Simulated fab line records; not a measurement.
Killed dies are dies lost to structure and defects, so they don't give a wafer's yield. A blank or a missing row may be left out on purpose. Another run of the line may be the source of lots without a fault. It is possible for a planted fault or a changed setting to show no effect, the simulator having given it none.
Chamber matching    flow n5-finfet    4 sister chambers for N5_BEOL_M7_DESCUM_33 on rie-diel-06
The step chemistry O2, time 7 s. 14 wafers are shown with their chamber, then 7 later ones without.

## WAFERS WITH THEIR CHAMBER
wafer   chamber  drypump-motor-current-A (A)  throttle-valve-pct (%)  showerhead-plenum-p-Torr (Torr)
L694.2  0        6.3                          20.11                   2.20
L694.4  2        6.5                          20.00                   2.05
L694.5  1        5.4                          20.53                   2.08
L703.1  0        6.4                          20.11                   2.19
L703.2  2        6.5                          20.02                   2.04
L703.4  3        5.5                          20.40                   2.06
L707.2  2        6.5                          20.07                   2.04
L707.3  3        5.5                          20.41                   2.05
L707.5  0        6.4                          20.14                   2.19
L711.2  2        6.5                          20.06                   2.03
L711.4  1        5.4                          20.56                   2.06
L711.6  3        5.5                          20.44                   2.05
L710.1  1        5.4                          20.58                   2.06
L710.2  2        6.5                          20.06                   2.03

SIGNATURES (averages over the wafers above)
reading                   chamber 0  chamber 1  chamber 2  chamber 3  scatter within a chamber
drypump-motor-current-A   6.367      5.400      6.500      5.500      0.0258
throttle-valve-pct        20.1200    20.5567    20.0420    20.4167    0.0253
showerhead-plenum-p-Torr  2.1933     2.0667     2.0380     2.0533     0.00825
Rule: for a wafer and a chamber, the distance is found by dividing, reading by reading, the gap between the wafer's reading and the chamber's mean by the reading's scatter, squaring, summing and taking the root. The wafer belongs to the nearest chamber; if the next one is less than 2 further off, it can't be placed. The scatter: the root of (the sum of the squares of (reading less its chamber's mean) over the shown wafers, divided by (wafers less chambers)).

## WAFERS WHOSE CHAMBER IS MISSING
wafer   drypump-motor-current-A (A)  throttle-valve-pct (%)  showerhead-plenum-p-Torr (Torr)
L710.3  5.5                          20.46                   2.05
L712.2  6.5                          20.08                   2.03
L712.3  5.4                          20.43                   2.05
L712.6  6.4                          20.18                   2.18
L705.3  6.5                          20.08                   2.03
L705.4  5.4                          20.59                   2.06
L705.5  6.5                          20.08                   2.03

## WHICH CHAMBER EACH WENT THROUGH
wafer   from the rows above      in truth
L710.3  3                        3
L712.2  2                        2
L712.3  can't be placed: 3 or 1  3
L712.6  0                        0
L705.3  2                        2
L705.4  1                        1
L705.5  2                        2
Correct placement for 6 of the 7. These rows do not allow placing 1 (true chamber among the candidates in 1). Wrongly placed: 0.
